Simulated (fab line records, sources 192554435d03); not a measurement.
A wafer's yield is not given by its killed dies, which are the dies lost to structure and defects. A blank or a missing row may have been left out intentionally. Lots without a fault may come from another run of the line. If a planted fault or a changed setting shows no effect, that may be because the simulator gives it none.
fab line records	flow n5_finfet
record: lots: 24	wafers: 72	last_day: 18
route steps=1938 shown DUMMY_GATE@232 SD_EPI_N@272
lots that met no fault: from a run of the same line without faults
start_h: hours from the record's opening day to when the first of the lot's shown wafers began	wait_h: hours from the lot's prior step to this one	" identical to the entry in the row above	L1.1+2: a single row standing in for several wafers	- no value, or no start was given	* or withheld: withheld	< > ~ a bound
route shown NAME@n: NAME is a module with steps in the file, n the number in the route of the first one	usual: mean and standard deviation over wafers with no fault	same: alike in all rows	chamber/n: place in a boat	sites: the reading at each site	_std_site: the values' standard deviation	_edge_site: mean of outer sites minus mean of inner sites	radius_mm: for every site, how far away it sits from the centre of the wafer	mask NAME#n: copy n	behind: the tool/chamber that last shaped the wafer	hold: why the lot went on hold/how many hours it stayed there/how the hold came to an end	device: which transistor (n, p or np) failed to switch	end of line: the tests these same wafers got at the end of their route	for a step that has no rows: nothing shown but its recipe	killed: the dies lost at the first sort to structure and to defects; this is not the yield of the wafer	map: a wafer's dies, x killed, . not, _ none there
set.NAME: setting as actually run; set.NAME@STEP: the setting as run at that earlier step	model.NAME: the simulator's own value behind a step, which no gauge read
a sample of lots followed through the steps of the route, with each step as a table and each wafer as a row
services: from which hour (start_h, from the record's first day; less than 0 if before it) a tool's chamber was out of use, for how many hours, and why
== steps ==
step: N5_DUMMY_GATE_OVL_MEAS_16
recipe: points_per_wafer: 522
usual: GATE_OVL: -0.3/0.62
lot.wafer	tool	chamber	start_h	wait_h	GATE_OVL[nm]
L074.3	overlay-01	0	47.47	0.0	-0.5
L074.4	"	0	"	"	-0.3
L074.6	"	0	"	"	0.1
L075.2	overlay-01	0	52.70	0.0	-0.3
L075.4	"	0	"	"	-1.4
L075.5	"	0	"	"	-0.8
L076.1	overlay-02	0	59.27	0.0	0.0
L076.4	"	0	"	"	-0.7
L076.6	"	0	"	"	-0.7
L077.1	overlay-01	0	63.60	0.0	-1.4
L077.3	"	0	"	"	-1.4
L077.4	"	0	"	"	-1.0
L078.1	overlay-02	0	71.51	0.0	-0.3
L078.4	"	0	"	"	-0.6
L078.6	"	0	"	"	-1.4
L079.1	overlay-02	0	76.81	0.0	-0.1
L079.5	"	0	"	"	-0.5
L079.6	"	0	"	"	-1.1
L080.1	overlay-02	0	87.96	0.0	0.4
L080.3	"	0	"	"	-0.4
L080.4	"	0	"	"	-0.4
L081.2	overlay-02	0	91.89	0.0	-0.3
L081.3	"	0	"	"	0.0
L081.4	"	0	"	"	0.7
L082.4	overlay-01	0	96.63	0.0	0.1
L082.5	"	0	"	"	-0.2
L082.6	"	0	"	"	0.1
L083.2	overlay-02	0	99.80	0.0	1.3
L083.5	"	0	"	"	0.5
L083.6	"	0	"	"	0.5
L084.3	overlay-01	0	105.65	0.0	0.9
L084.5	"	0	"	"	1.0
L084.6	"	0	"	"	0.6
L085.2	overlay-01	0	115.21	0.0	-0.6
L085.3	"	0	"	"	-0.8
L085.6	"	0	"	"	-0.7
L086.4	overlay-02	0	117.81	0.0	-1.0
L086.5	"	0	"	"	0.8
L086.6	"	0	"	"	0.4
L087.3	overlay-01	0	125.22	0.0	0.3
L087.4	"	0	"	"	-0.5
L087.6	"	0	"	"	-0.7
L088.1	overlay-02	0	129.75	0.0	-1.2
L088.2	"	0	"	"	-0.5
L088.4	"	0	"	"	-1.0
L089.1	overlay-02	0	137.25	0.0	0.4
L089.4	"	0	"	"	-0.6
L089.6	"	0	"	"	-0.3
L090.1	overlay-02	0	142.53	0.0	-0.7
L090.3	"	0	"	"	-0.4
L090.6	"	0	"	"	-0.9
L091.1	overlay-02	0	148.68	0.0	0.6
L091.2	"	0	"	"	0.9
L091.3	"	0	"	"	0.0
L092.4	overlay-01	0	153.87	0.0	-1.3
L092.5	"	0	"	"	-1.2
L092.6	"	0	"	"	0.2
L093.1	overlay-01	0	160.68	0.0	0.4
L093.2	"	0	"	"	-0.3
L093.4	"	0	"	"	-0.2
L094.2	overlay-01	0	165.52	0.0	-0.5
L094.5	"	0	"	"	0.9
L094.6	"	0	"	"	0.1
L095.2	overlay-02	0	171.64	0.0	-0.3
L095.4	"	0	"	"	-0.5
L095.6	"	0	"	"	-0.2
L096.1	overlay-01	0	177.15	0.0	-1.2
L096.2	"	0	"	"	-0.6
L096.3	"	0	"	"	-0.4
L097.1	overlay-01	0	185.50	0.0	-0.6
L097.2	"	0	"	"	-1.5
L097.5	"	0	"	"	-1.1
step: N5_DUMMY_GATE_CD_MEAS_50
recipe: target_cd_nm: 14
usual: cd_nm: 14.06/0.27
lot.wafer	tool	chamber	start_h	wait_h	cd_nm
L074.3	cd_sem-01	-	47.93	0.0	14.13
L074.4	"	-	"	"	13.99
L074.6	"	-	"	"	13.86
L075.2	cd_sem-02	-	53.23	0.0	14.23
L075.4	"	-	"	"	13.95
L075.5	"	-	"	"	13.88
L076.1	cd_sem-03	-	59.93	0.0	13.83
L076.4	"	-	"	"	14.14
L076.6	"	-	"	"	13.89
L077.1	cd_sem-02	-	64.23	0.0	13.91
L077.3	"	-	"	"	14.22
L077.4	"	-	"	"	13.87
L078.1	cd_sem-01	-	71.97	0.0	13.91
L078.4	"	-	"	"	13.62
L078.6	"	-	"	"	14.08
L079.1	cd_sem-01	-	77.72	0.0	14.31
L079.5	"	-	"	"	14.37
L079.6	"	-	"	"	14.56
L080.1	cd_sem-01	-	88.43	0.0	13.85
L080.3	"	-	"	"	13.89
L080.4	"	-	"	"	14.06
L081.2	cd_sem-01	-	92.35	0.0	14.08
L081.3	"	-	"	"	14.12
L081.4	"	-	"	"	14.36
L082.4	cd_sem-01	-	97.52	0.0	14.39
L082.5	"	-	"	"	14.04
L082.6	"	-	"	"	13.95
L083.2	cd_sem-02	-	100.56	0.0	13.39
L083.5	"	-	"	"	13.90
L083.6	"	-	"	"	13.59
L084.3	cd_sem-02	-	106.23	0.0	14.15
L084.5	"	-	"	"	14.64
L084.6	"	-	"	"	14.23
L085.2	cd_sem-02	-	115.67	0.0	13.50
L085.3	"	-	"	"	14.12
L085.6	"	-	"	"	13.88
L086.4	cd_sem-02	-	118.29	0.0	13.80
L086.5	"	-	"	"	14.34
L086.6	"	-	"	"	14.43
L087.3	cd_sem-01	-	126.11	0.0	14.31
L087.4	"	-	"	"	13.84
L087.6	"	-	"	"	14.22
L088.1	cd_sem-01	-	130.21	0.0	14.26
L088.2	"	-	"	"	14.11
L088.4	"	-	"	"	13.60
L089.1	cd_sem-03	-	137.91	0.0	13.60
L089.4	"	-	"	"	14.42
L089.6	"	-	"	"	13.75
L090.1	cd_sem-03	-	143.79	0.0	14.68
L090.3	"	-	"	"	13.60
L090.6	"	-	"	"	14.40
L091.1	cd_sem-03	-	149.15	0.0	13.85
L091.2	"	-	"	"	13.63
L091.3	"	-	"	"	13.96
L092.4	cd_sem-03	-	154.69	0.0	14.12
L092.5	"	-	"	"	13.70
L092.6	"	-	"	"	14.23
L093.1	cd_sem-03	-	161.14	0.0	13.77
L093.2	"	-	"	"	14.41
L093.4	"	-	"	"	14.13
L094.2	cd_sem-01	-	166.22	0.0	14.07
L094.5	"	-	"	"	14.19
L094.6	"	-	"	"	14.15
L095.2	cd_sem-02	-	172.27	0.0	14.25
L095.4	"	-	"	"	14.32
L095.6	"	-	"	"	14.50
L096.1	cd_sem-01	-	177.62	0.0	14.28
L096.2	"	-	"	"	14.66
L096.3	"	-	"	"	14.16
L097.1	cd_sem-02	-	185.97	0.0	14.05
L097.2	"	-	"	"	14.37
L097.5	"	-	"	"	13.97
step: N5_DUMMY_GATE_ETCH_23
recipe: chemistry: HBr/Cl2/O2	HBr_flow_sccm: 150	Cl2_flow_sccm: 80	O2_flow_sccm: 12	bias_w: 102	target_depth_a: 410	time_s: 22.3	target: poly-Si	mask_material: SiO2	pressure_mtorr: 10	icp_w: 800
usual: O2_flow_sccm: 12.00/0.034	drypump_motor_current_A: 5.82/0.28	oes_product_au: 1.002/0.018	throttle_valve_pct: 37.36/0.3
lot.wafer	tool	chamber	start_h	wait_h	O2_flow_sccm	drypump_motor_current_A	oes_product_au	rf_hours_counter_h	throttle_valve_pct
L074.3	rie_si-02	0	48.25	0.0	12.00	5.81	0.975	2	36.91
L074.4	"	1	"	"	12.02	5.88	1.012	99	37.77
L074.6	"	3	"	"	12.02	6.24	0.989	-	37.75
L075.2	rie_si-03	3	53.55	0.0	12.03	6.09	1.028	133	37.34
L075.4	"	1	"	"	11.99	5.63	1.028	127	36.92
L075.5	"	1	"	"	11.98	5.62	1.019	-	36.91
L076.1	rie_si-01	0	60.38	0.0	12.06	5.60	1.024	18	37.25
L076.4	"	2	"	"	11.98	5.43	0.999	69	37.56
L076.6	"	3	"	"	12.05	6.22	1.001	-	37.10
L077.1	rie_si-01	2	64.60	0.0	12.00	5.42	0.999	69	37.56
L077.3	"	1	"	"	12.04	5.64	1.007	5	37.28
L077.4	"	3	"	"	12.05	6.22	1.003	136	37.09
L078.1	rie_si-02	0	72.30	0.0	12.06	5.82	0.971	3	36.91
L078.4	"	3	"	"	12.05	6.24	0.980	11	37.75
L078.6	"	3	"	"	12.02	6.25	0.980	-	37.74
L079.1	rie_si-01	1	78.05	0.0	12.03	5.65	1.006	5	37.29
L079.5	"	0	"	"	12.01	5.56	1.021	-	37.25
L079.6	"	3	"	"	11.96	6.20	0.999	-	37.08
L080.1	rie_si-01	2	88.75	0.0	12.06	5.42	0.998	70	37.56
L080.3	"	1	"	"	12.05	5.66	1.016	6	37.29
L080.4	"	3	"	"	12.06	6.20	1.007	136	37.09
L081.2	rie_si-03	1	92.68	0.0	11.95	5.62	1.017	127	36.91
L081.3	"	3	"	"	12.04	6.06	1.023	134	37.35
L081.4	"	0	"	"	11.94	5.36	0.974	139	37.32
L082.4	rie_si-02	1	97.95	0.0	12.01	5.84	1.018	100	37.74
L082.5	"	2	"	"	12.01	5.87	0.980	-	37.73
L082.6	"	3	"	"	12.04	6.24	0.978	-	37.74
L083.2	rie_si-02	2	101.03	0.0	11.92	5.87	0.986	32	37.72
L083.5	"	0	"	"	11.99	5.83	0.973	-	36.90
L083.6	"	1	"	"	11.99	5.86	1.001	-	37.76
L084.3	rie_si-01	3	106.60	0.0	12.05	6.23	1.009	137	37.09
L084.5	"	0	"	"	12.03	5.62	1.032	-	37.26
L084.6	"	1	"	"	11.97	5.67	1.013	-	37.30
L085.2	rie_si-01	2	115.99	0.0	11.97	5.45	1.000	70	37.58
L085.3	"	0	"	"	11.98	5.58	1.036	19	37.25
L085.6	"	3	"	"	12.03	6.20	1.016	-	37.09
L086.4	rie_si-01	2	118.61	0.0	12.01	5.41	0.996	70	37.58
L086.5	"	2	"	"	12.02	5.41	1.009	-	37.57
L086.6	"	1	"	"	12.00	5.63	1.015	-	37.30
L087.3	rie_si-02	1	126.46	0.0	12.02	5.86	1.003	101	37.77
L087.4	"	0	"	"	12.02	5.82	0.966	4	36.91
L087.6	"	1	"	"	11.97	5.86	1.003	-	37.75
L088.1	rie_si-01	0	130.54	0.0	12.02	5.57	1.025	19	37.25
L088.2	"	3	"	"	11.97	6.22	1.006	137	37.09
L088.4	"	1	"	"	11.95	5.62	1.011	7	37.28
L089.1	rie_si-02	3	138.24	0.0	11.98	6.22	0.980	13	37.75
L089.4	"	1	"	"	11.97	5.85	1.005	101	37.75
L089.6	"	3	"	"	12.03	6.27	0.986	-	37.77
L090.1	rie_si-03	3	144.12	0.0	12.04	6.10	1.020	135	37.34
L090.3	"	1	"	"	11.96	5.60	1.030	128	36.93
L090.6	"	3	"	"	11.95	6.14	1.025	-	37.32
L091.1	rie_si-02	3	149.48	0.0	11.99	6.26	0.984	13	37.74
L091.2	"	0	"	"	12.00	5.82	0.970	4	36.91
L091.3	"	2	"	"	12.06	5.88	0.978	33	37.72
L092.4	rie_si-01	1	155.05	0.0	12.01	5.64	1.011	7	37.29
L092.5	"	3	"	"	12.00	6.19	1.007	-	37.08
L092.6	"	2	"	"	12.03	5.41	1.009	-	37.57
L093.1	rie_si-01	2	161.47	0.0	12.02	5.43	1.002	71	37.57
L093.2	"	3	"	"	11.96	6.21	1.011	138	37.10
L093.4	"	0	"	"	12.03	5.58	1.025	20	37.25
L094.2	rie_si-02	2	166.57	0.0	12.01	5.87	0.987	34	37.72
L094.5	"	0	"	"	11.98	5.82	0.969	-	36.91
L094.6	"	1	"	"	11.95	5.87	1.008	-	37.77
L095.2	rie_si-01	2	172.59	0.0	12.03	5.42	0.999	71	37.57
L095.4	"	1	"	"	12.02	5.63	1.009	7	37.30
L095.6	"	0	"	"	12.03	5.61	1.030	-	37.26
L096.1	rie_si-02	1	177.95	0.0	11.95	5.82	1.004	102	37.78
L096.2	"	0	"	"	11.99	5.82	0.966	5	36.90
L096.3	"	3	"	"	12.01	6.25	0.989	13	37.75
L097.1	rie_si-01	1	186.29	0.0	12.04	5.63	0.990	7	37.29
L097.2	"	3	"	"	12.03	6.21	1.003	138	37.09
L097.5	"	1	"	"	12.02	5.65	0.989	-	37.31
step: N5_DUMMY_GATE_CD_MEAS_24
recipe: target_cd_nm: 15
usual: cd_nm: 15.1/0.32
lot.wafer	tool	chamber	start_h	wait_h	cd_nm
L074.3	cd_sem-02	-	48.42	0.1	14.9
L074.4	"	-	"	"	15.3
L074.6	"	-	"	"	15.3
L075.2	cd_sem-01	-	53.72	0.1	15.4
L075.4	"	-	"	"	14.8
L075.5	"	-	"	"	15.2
L076.1	cd_sem-01	-	60.55	0.1	14.8
L076.4	"	-	"	"	15.3
L076.6	"	-	"	"	14.8
L077.1	cd_sem-02	-	64.77	0.1	15.2
L077.3	"	-	"	"	15.3
L077.4	"	-	"	"	15.0
L078.1	cd_sem-01	-	72.47	0.1	14.7
L078.4	"	-	"	"	14.6
L078.6	"	-	"	"	15.2
L079.1	cd_sem-01	-	78.22	0.1	15.6
L079.5	"	-	"	"	15.0
L079.6	"	-	"	"	15.8
L080.1	cd_sem-02	-	88.92	0.1	15.1
L080.3	"	-	"	"	15.0
L080.4	"	-	"	"	15.1
L081.2	cd_sem-02	-	92.85	0.1	15.3
L081.3	"	-	"	"	15.1
L081.4	"	-	"	"	16.0
L082.4	cd_sem-02	-	98.14	0.1	15.2
L082.5	"	-	"	"	15.4
L082.6	"	-	"	"	15.1
L083.2	cd_sem-01	-	101.20	0.1	15.0
L083.5	"	-	"	"	15.0
L083.6	"	-	"	"	15.2
L084.3	cd_sem-02	-	106.77	0.1	14.5
L084.5	"	-	"	"	15.7
L084.6	"	-	"	"	15.2
L085.2	cd_sem-02	-	116.16	0.1	15.1
L085.3	"	-	"	"	14.9
L085.6	"	-	"	"	15.1
L086.4	cd_sem-02	-	118.79	0.1	15.0
L086.5	"	-	"	"	14.4
L086.6	"	-	"	"	14.7
L087.3	cd_sem-02	-	126.63	0.1	14.3
L087.4	"	-	"	"	14.5
L087.6	"	-	"	"	15.3
L088.1	cd_sem-02	-	130.71	0.1	15.6
L088.2	"	-	"	"	14.7
L088.4	"	-	"	"	15.0
L089.1	cd_sem-01	-	138.41	0.1	14.9
L089.4	"	-	"	"	15.2
L089.6	"	-	"	"	14.9
L090.1	cd_sem-01	-	144.29	0.1	15.4
L090.3	"	-	"	"	15.4
L090.6	"	-	"	"	15.7
L091.1	cd_sem-01	-	149.64	0.1	15.4
L091.2	"	-	"	"	15.0
L091.3	"	-	"	"	15.1
L092.4	cd_sem-01	-	155.23	0.1	15.1
L092.5	"	-	"	"	15.4
L092.6	"	-	"	"	15.0
L093.1	cd_sem-01	-	161.64	0.1	14.9
L093.2	"	-	"	"	15.2
L093.4	"	-	"	"	15.5
L094.2	cd_sem-03	-	166.74	0.1	14.9
L094.5	"	-	"	"	15.3
L094.6	"	-	"	"	15.1
L095.2	cd_sem-02	-	172.76	0.1	14.8
L095.4	"	-	"	"	15.3
L095.6	"	-	"	"	15.5
L096.1	cd_sem-02	-	178.11	0.1	15.1
L096.2	"	-	"	"	14.9
L096.3	"	-	"	"	15.2
L097.1	cd_sem-01	-	186.46	0.1	14.7
L097.2	"	-	"	"	15.1
L097.5	"	-	"	"	14.6
step: N5_SD_EPI_N_INSPECT_11
recipe: mode: adi	inspect_instrument: macro
usual: raw_defect_count: 2.1/1.6
lot.wafer	tool	chamber	start_h	wait_h	raw_defect_count
L074.3	defect_inspect-01	-	50.02	0.0	0
L074.4	"	-	"	"	0
L074.6	"	-	"	"	0
L075.2	defect_inspect-02	-	55.07	0.0	5
L075.4	"	-	"	"	0
L075.5	"	-	"	"	0
L076.1	defect_inspect-02	-	62.09	0.0	0
L076.4	"	-	"	"	4
L076.6	"	-	"	"	2
L077.1	defect_inspect-02	-	66.43	0.0	8
L077.3	"	-	"	"	2
L077.4	"	-	"	"	1
L078.1	defect_inspect-02	-	73.79	0.0	3
L078.4	"	-	"	"	1
L078.6	"	-	"	"	1
L079.1	defect_inspect-01	-	79.57	0.0	3
L079.5	"	-	"	"	1
L079.6	"	-	"	"	1
L080.1	defect_inspect-01	-	90.42	0.0	7
L080.3	"	-	"	"	0
L080.4	"	-	"	"	1
L081.2	defect_inspect-02	-	94.30	0.0	1
L081.3	"	-	"	"	3
L081.4	"	-	"	"	3
L082.4	defect_inspect-02	-	100.38	0.0	4
L082.5	"	-	"	"	2
L082.6	"	-	"	"	1
L083.2	defect_inspect-01	-	102.41	0.0	2
L083.5	"	-	"	"	2
L083.6	"	-	"	"	2
L084.3	defect_inspect-02	-	108.12	0.0	1
L084.5	"	-	"	"	0
L084.6	"	-	"	"	4
L085.2	defect_inspect-01	-	118.45	0.0	5
L085.3	"	-	"	"	2
L085.6	"	-	"	"	2
L086.4	defect_inspect-01	-	120.12	0.0	0
L086.5	"	-	"	"	6
L086.6	"	-	"	"	2
L087.3	defect_inspect-02	-	128.28	0.0	5
L087.4	"	-	"	"	2
L087.6	"	-	"	"	6
L088.1	defect_inspect-02	-	132.05	0.0	0
L088.2	"	-	"	"	4
L088.4	"	-	"	"	0
L089.1	defect_inspect-02	-	140.32	0.0	5
L089.4	"	-	"	"	4
L089.6	"	-	"	"	3
L090.1	defect_inspect-02	-	145.63	0.0	1
L090.3	"	-	"	"	2
L090.6	"	-	"	"	1
L091.1	defect_inspect-01	-	151.30	0.0	2
L091.2	"	-	"	"	4
L091.3	"	-	"	"	2
L092.4	defect_inspect-02	-	156.56	0.0	3
L092.5	"	-	"	"	2
L092.6	"	-	"	"	1
L093.1	defect_inspect-02	-	163.06	0.0	1
L093.2	"	-	"	"	2
L093.4	"	-	"	"	2
L094.2	defect_inspect-02	-	168.11	0.0	1
L094.5	"	-	"	"	2
L094.6	"	-	"	"	3
L095.2	defect_inspect-02	-	174.37	0.0	3
L095.4	"	-	"	"	0
L095.6	"	-	"	"	5
L096.1	defect_inspect-01	-	179.39	0.0	2
L096.2	"	-	"	"	1
L096.3	"	-	"	"	2
L097.1	defect_inspect-01	-	187.68	0.0	0
L097.2	"	-	"	"	4
L097.5	"	-	"	"	2
step: N5_SD_EPI_N_STRIP_38
recipe: chemistry: N2/H2	power_w: 1000	temp_c: 250	h2_frac: 0.65	overash_fraction: 0.3	pressure_mtorr: withheld	n2_flow_sccm: 1750	h2_flow_sccm: 3250
usual: drypump_motor_current_A: 5.6/0.37	heater_power_w: 337/19	oes_product_au: 0.760/0.011
lot.wafer	tool	chamber	start_h	wait_h	drypump_motor_current_A	heater_power_w	oes_product_au	rf_hours_counter_h
L074.3	plasma_asher-01	1	51.26	0.1	6.1	321	0.759	-
L074.4	"	0	"	"	5.6	359	0.770	-
L074.6	"	0	"	"	5.6	368	0.761	-
L075.2	plasma_asher-02	1	55.89	0.1	5.1	352	0.767	87
L075.4	"	0	"	"	5.4	307	0.747	-
L075.5	"	0	"	"	5.4	320	0.768	-
L076.1	plasma_asher-02	1	62.91	0.1	5.1	346	0.754	89
L076.4	"	0	"	"	5.4	313	0.765	-
L076.6	"	1	"	"	5.1	346	0.746	-
L077.1	plasma_asher-02	1	67.43	0.1	5.1	347	0.753	90
L077.3	"	0	"	"	5.5	314	0.762	-
L077.4	"	1	"	"	5.1	348	0.787	-
L078.1	plasma_asher-02	0	74.70	0.1	5.4	316	0.755	92
L078.4	"	0	"	"	5.4	311	0.777	-
L078.6	"	0	"	"	5.4	309	0.761	-
L079.1	plasma_asher-01	1	80.43	0.1	6.1	330	0.751	38
L079.5	"	1	"	"	6.2	331	0.736	-
L079.6	"	0	"	"	5.6	370	0.773	-
L080.1	plasma_asher-01	1	91.24	0.1	6.2	336	0.775	41
L080.3	"	0	"	"	5.6	365	0.749	-
L080.4	"	1	"	"	6.2	328	0.759	-
L081.2	plasma_asher-01	1	95.12	0.1	6.2	332	0.741	42
L081.3	"	1	"	"	6.1	330	0.758	-
L081.4	"	0	"	"	5.6	354	0.743	-
L082.4	plasma_asher-01	1	101.40	0.1	6.2	327	0.759	-
L082.5	"	0	"	"	5.5	349	0.767	-
L082.6	"	1	"	"	6.1	326	0.739	-
L083.2	plasma_asher-02	0	103.23	0.1	5.5	311	0.765	98
L083.5	"	0	"	"	5.4	321	0.787	-
L083.6	"	1	"	"	5.2	351	0.781	-
L084.3	plasma_asher-01	0	109.27	0.1	5.5	368	0.766	-
L084.5	"	1	"	"	6.1	328	0.760	-
L084.6	"	0	"	"	5.5	361	0.763	-
L085.2	plasma_asher-02	1	119.28	0.1	5.1	340	0.754	100
L085.3	"	0	"	"	5.4	310	0.743	-
L085.6	"	1	"	"	5.1	348	0.761	-
L086.4	plasma_asher-01	0	121.01	0.1	5.6	352	0.762	-
L086.5	"	1	"	"	6.1	330	0.754	-
L086.6	"	0	"	"	5.6	367	0.781	-
L087.3	plasma_asher-02	0	129.23	0.1	5.4	313	0.752	-
L087.4	"	1	"	"	5.1	347	0.756	-
L087.6	"	1	"	"	5.1	354	0.770	-
L088.1	plasma_asher-01	1	132.86	0.1	6.2	329	0.791	49
L088.2	"	0	"	"	5.6	373	0.760	49
L088.4	"	1	"	"	6.2	328	0.771	-
L089.1	plasma_asher-01	0	141.13	0.1	5.6	366	0.757	50
L089.4	"	0	"	"	5.6	350	0.761	-
L089.6	"	0	"	"	5.6	359	0.756	-
L090.1	plasma_asher-02	1	146.45	0.1	5.1	343	0.757	107
L090.3	"	1	"	"	5.1	343	0.762	-
L090.6	"	0	"	"	5.4	312	0.780	-
L091.1	plasma_asher-02	1	152.27	0.1	5.1	348	0.752	108
L091.2	"	0	"	"	5.4	319	0.747	108
L091.3	"	1	"	"	5.1	346	0.762	-
L092.4	plasma_asher-01	1	157.40	0.0	6.2	318	0.775	-
L092.5	"	1	"	"	6.1	326	0.766	-
L092.6	"	0	"	"	5.6	363	0.754	-
L093.1	plasma_asher-02	0	163.88	0.1	5.4	321	0.756	111
L093.2	"	1	"	"	5.1	348	0.778	111
L093.4	"	1	"	"	5.1	341	0.756	-
L094.2	plasma_asher-01	0	168.93	0.1	5.6	360	0.773	56
L094.5	"	0	"	"	5.6	366	0.763	-
L094.6	"	1	"	"	6.2	333	0.761	-
L095.2	plasma_asher-02	1	175.18	0.1	5.2	346	0.769	113
L095.4	"	0	"	"	5.4	312	0.775	-
L095.6	"	0	"	"	5.5	315	0.765	-
L096.1	plasma_asher-01	1	180.96	0.1	6.2	336	0.764	58
L096.2	"	0	"	"	5.6	362	0.752	58
L096.3	"	0	"	"	5.6	363	0.736	-
L097.1	plasma_asher-02	0	188.51	0.1	5.4	318	0.756	115
L097.2	"	1	"	"	5.2	346	0.750	115
L097.5	"	1	"	"	5.1	349	0.758	-
== services ==
tool	chamber	start_h	hours	kind
rie_si-03	-	31.55	0.3	repair
rie_si-02	1	34.34	6.2	repair
rie_si-02	-	65.90	2.8	pm
plasma_asher-01	-	73.57	2.8	pm
rie_si-03	-	122.54	2.1	repair
rie_si-01	3	136.63	5.2	repair
rie_si-03	2	138.79	3.0	repair
plasma_asher-02	-	140.19	1.2	repair
== key ==
fault none
